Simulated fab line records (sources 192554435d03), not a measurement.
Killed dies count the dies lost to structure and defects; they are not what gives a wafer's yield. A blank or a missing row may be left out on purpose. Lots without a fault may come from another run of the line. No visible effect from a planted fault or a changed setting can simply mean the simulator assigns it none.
A lot that was struck, set against a sound lot :: flow n5-finfet :: 20 out of 1938 route steps
Sound: wafers L884.3, L884.5, L884.6. Struck: wafers L881.2, L881.3 (left out: L881.6, a lot-mate that was not struck); the cause follows at the end.
For every step that has rows: the tool of each side, followed by ch and its chambers, followed by its first start. Under that, the readings that differ: sound wafers :: struck wafers :: difference of the means :: sigmas: that difference in standard deviations of wafers without a fault.
alike: same words and numbers on both sides, and readings whose means sit less than 2 such deviations apart. not compared: any withheld reading, any reading some wafer has no value for, any bound like >300 that may hide the same value, and any number with overlapping values for which the record gives no deviation.
A row with sigmas, a row that says differs or no value, or rows on one side alone: a step with any of these is where the two part. Non-overlapping numbers with no deviation appear without sigmas and do not part them. A reading that every wafer of one side lacks parts them only if that side has two wafers or more.

first, 9 steps without rows for these wafers: N5_BEOL_M2_COAT_67 (time 60 s, resist thk 60 nm); N5_BEOL_M2_COAT_68 (time 60 s, resist thk 12 nm); N5_BEOL_M2_COAT_76 (time 60 s, resist thk 5 nm); N5_BEOL_M2_COAT_22 (resist thk 30 nm); N5_BEOL_M2_EBR_24; N5_BEOL_M2_SOFTBAKE_23 (time 60 s); N5_BEOL_M2_EXPOSE_25 (exposes mask V1, defocus 5 nm); N5_BEOL_M2_PEB_26 (peb time 60 s); N5_BEOL_M2_DEVELOP_27 (develop time 30 s).
N5_BEOL_M2_CD_MEAS_28: target cd 26.2 nm, target cd y 24.1 nm.
  sound on cd-sem-01 ch 0, day 10 15:32; struck on cd-sem-02 ch 0, day 10 00:41
  alike: cd-nm
N5_BEOL_M2_OVL_MEAS_29:
  sound on overlay-01 ch 0, day 10 15:35; struck on overlay-01 ch 0, day 10 00:44
  alike: V1_OVL
N5_BEOL_M2_INSPECT_30: inspects for defects (brightfield).
  struck on defect-inspect-01, day 10 00:47; sound on defect-inspect-01, day 10 15:38
  alike: raw-defect-count
N5_BEOL_M2_DESCUM_33: chemistry O2, time 7 s.
  sound on rie-diel-06 ch 1,2, day 10 15:40; struck on rie-diel-01 ch 0,2, day 10 01:26
reading: rf-vpp-V (V)
sound: 243.9 243.1 241.3
struck: 246.1 245.9
difference: +3.2
sigmas: +3

reading: model.CAR-EUV_of_BEOL_M2_COAT_22.thk-nm (nm)
sound: 26 26.2 26
struck: 25.8 25.6
difference: -0.4
sigmas: 
  alike: drypump-motor-current-A, oes-product-au, showerhead-plenum-p-Torr, throttle-valve-pct
  not compared: rf-hours-counter-h
N5_BEOL_M2_ETCH_77: etches underlayer in N2/H2, target depth 6.5 nm, time 5.2 s.
  sound on rie-diel-06 ch 1,2, day 10 15:41; struck on rie-diel-01 ch 0,2, day 10 01:28
  alike: drypump-motor-current-A, etch-rf-on-time-s, oes-product-au, rf-vpp-V, showerhead-plenum-p-Torr, throttle-valve-pct
  not compared: rf-hours-counter-h
N5_BEOL_M2_ETCH_69: etches SiARC in CF4, target depth 15.6 nm, time 26 s.
  sound on rie-diel-06 ch 1,2, day 10 15:43; struck on rie-diel-01 ch 0,2, day 10 01:29
  alike: drypump-motor-current-A, etch-rf-on-time-s, oes-product-au, rf-vpp-V, showerhead-plenum-p-Torr, throttle-valve-pct
  not compared: rf-hours-counter-h
N5_BEOL_M2_ALD_98: deposits SiO2, target thk 2.5 nm, pulse time 1 s, co reactant pulse time 1 s.
  sound on ald-sin-01 ch 1,2,3, day 10 15:47; struck on ald-sin-02 ch 0,1, day 10 01:34
  alike: heater-power-w, precursor-pulse-height-rel
N5_BEOL_M2_ETCHBACK_99: etches SiO2 in CHF3, target depth 5 nm, time 10.4 s.
  sound on rie-diel-03 ch 0,1, day 10 20:07; struck on rie-diel-01 ch 2,3, day 10 01:46
reading: model.CAR-EUV_of_BEOL_M2_COAT_22.thk-nm (nm)
sound: 10.4 10.4 10.4
struck: 10.2 9.8
difference: -0.4
sigmas: 
  alike: drypump-motor-current-A, oes-product-au, rf-vpp-V, showerhead-plenum-p-Torr, throttle-valve-pct
  not compared: rf-hours-counter-h
N5_BEOL_M2_ETCH_70: etches SOC in N2/H2, target depth 80 nm, overetch 24 nm, time 130 s.
  sound on rie-diel-03 ch 0,1, day 10 20:10; struck on rie-diel-01 ch 2,3, day 10 01:48
  alike: drypump-motor-current-A, oes-product-au, rf-vpp-V, showerhead-plenum-p-Torr, throttle-valve-pct
  not compared: rf-hours-counter-h
N5_BEOL_M4_RC_MEAS_101:
  sound on prober-02 ch 0, day 12 12:52; struck on prober-02 ch 0, day 11 12:35
reading: DIBL_N (mV/V)
sound: 40.6 34.8 35.9
struck: 33.3 32.5
difference: -4.2
sigmas: -3

reading: DIBL_P (mV/V)
sound: 42.1 35.2 36.2
struck: 32.8 32.2
difference: -5.3
sigmas: -3

reading: IOFF_N (nA/um)
sound: 0.289 0.147 0.167
struck: 0.113 0.104
difference: -0.092
sigmas: -3

reading: IOFF_P (nA/um)
sound: 0.32 0.18 0.20
struck: 0.16 0.16
difference: -0.07
sigmas: -2

reading: ION_N (uA/um)
sound: 697 673 676
struck: 648 653
difference: -32
sigmas: -3

reading: SS_N (mV/dec)
sound: 73.1 72.1 70.6
struck: 70.7 69.9
difference: -1.6
sigmas: -3

reading: VT_N (mV)
sound: 239.8 249.2 246.7
struck: 256.3 256.1
difference: +11.0
sigmas: +4
  alike: ION_P, SS_P, VT_P
-- record jumps: 5 days separate the struck wafers' starts on either side; left off in module BEOL_M4, taken up again in module PASSIVATION, whose first shown step is the route's number 1936 --
N5_PASSIVATION_PROBE_49:
  rows exist in the record for the struck wafers here (prober-01, day 16 04:55), but not for the sound ones

== WHERE THEY PART ==
At N5_BEOL_M2_DESCUM_33 first; at N5_PASSIVATION_PROBE_49 last (within this record only).

WHY: the cause the simulator had injected
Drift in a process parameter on rie-diel-01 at N5_BEOL_M2_DESCUM_33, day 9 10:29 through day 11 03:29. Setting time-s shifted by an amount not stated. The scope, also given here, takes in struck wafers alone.
